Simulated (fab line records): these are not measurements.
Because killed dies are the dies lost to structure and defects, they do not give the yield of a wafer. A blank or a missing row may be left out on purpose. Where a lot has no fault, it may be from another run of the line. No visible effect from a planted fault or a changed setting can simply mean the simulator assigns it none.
Comparing a struck lot with a sound one / flow n5 finfet / 15 steps out of a route of 1938
Sound: the wafers L775.1, L775.2, L775.6. Struck: wafer L782.2. (L782.1, L782.6 of the same lot were not struck and are left out.) The cause comes at the end.
Each step with rows lists, per side, the tool, then ch with its chambers, then its first start. Under that, the readings that differ: sound wafers / struck wafers / difference of the means / sigmas: that difference in standard deviations of wafers without a fault.
alike: same words and numbers on both sides, and readings whose means sit less than 2 such deviations apart. not compared: any withheld reading, any reading some wafer has no value for, any bound like >300 that may hide the same value, and any number with overlapping values for which the record gives no deviation.
The two part at a step that has a row with sigmas, a row that says differs or no value, or rows on one side only. When numbers do not overlap yet have no deviation, they are printed without sigmas and do not part them. A reading that every wafer of one side lacks parts them only if that side has two wafers or more.

first, 8 steps without rows for these wafers: N5_PASSIVATION_HMDS_37 (time 60 s); N5_PASSIVATION_COAT_38; N5_PASSIVATION_EBR_40; N5_PASSIVATION_SOFTBAKE_39 (time 120 s); N5_PASSIVATION_EXPOSE_41 (exposes mask PASS OPEN, defocus 0 nm, target cd 40000 nm); N5_PASSIVATION_PEB_42; N5_PASSIVATION_DEVELOP_43 (develop time 60 s); N5_PASSIVATION_HARDBAKE_45 (time 120 s).
N5_PASSIVATION_CD_MEAS_44 targets a cd of 40000 nm.
  sound on cd sem-01 ch 0, day 16 01:54; struck on cd sem-02 ch 0, day 16 16:29
  alike: cd nm
N5_PASSIVATION_OVL_MEAS_66:
  sound on overlay-02 ch 0, day 16 01:56; struck on overlay-01 ch 0, day 16 16:31
  alike: PASS_OPEN_OVL
N5_PASSIVATION_INSPECT_67: inspects for defects (macro).
  sound on defect inspect-02 at day 16 01:57; struck on defect inspect-02 at day 16 16:32
  alike: raw defect count
N5_PASSIVATION_DESCUM_46: chemistry O2, time 7.9 s.
  sound on rie diel-01 ch 0,1,3, day 16 02:00; struck on rie diel-01 ch 0, day 16 16:48
reading=rf vpp V (V); sound=243.9 244.3 245.6; struck=242.6; difference=-2.0; sigmas=-2
  alike: drypump motor current A, o2 flow sccm, oes product au, showerhead plenum p Torr, throttle valve pct
  not compared: rf hours counter h
N5_PASSIVATION_PASS_ETCH_47: etches SiNx in CF4/O2, target depth 770 nm, time 385 s.
  sound on rie diel-01 ch 0,1,3, day 16 02:02; struck on rie diel-01 ch 0, day 16 16:50
reading=run length s (s); sound=407.8 408.5 408.7; struck=386.1; difference=-22.2; sigmas=-59
reading=model.etch.depth nm (nm); sound=776.6 786.5 751.6; struck=733.1; difference=-38.5; sigmas=
  alike: drypump motor current A, oes product au, rf vpp V, showerhead plenum p Torr, throttle valve pct
  not compared: rf hours counter h
N5_PASSIVATION_ETCH_54: etches SiO2 in CHF3/O2, target depth 880 nm, time 440 s.
  sound on rie diel-01 ch 0,1,3, day 16 02:16; struck on rie diel-01 ch 0, day 16 17:04
  alike: drypump motor current A, oes product au, rf vpp V, showerhead plenum p Torr, throttle valve pct
  not compared: rf hours counter h
following that, these wafers have no rows for 1 step: N5_PASSIVATION_PROBE_49.

## WHERE THEY PART
First at N5_PASSIVATION_DESCUM_46; last, within this record, at N5_PASSIVATION_PASS_ETCH_47. Later steps at which nothing parts them and some readings are alike: N5_PASSIVATION_ETCH_54.

WHY: whatever the simulator had introduced
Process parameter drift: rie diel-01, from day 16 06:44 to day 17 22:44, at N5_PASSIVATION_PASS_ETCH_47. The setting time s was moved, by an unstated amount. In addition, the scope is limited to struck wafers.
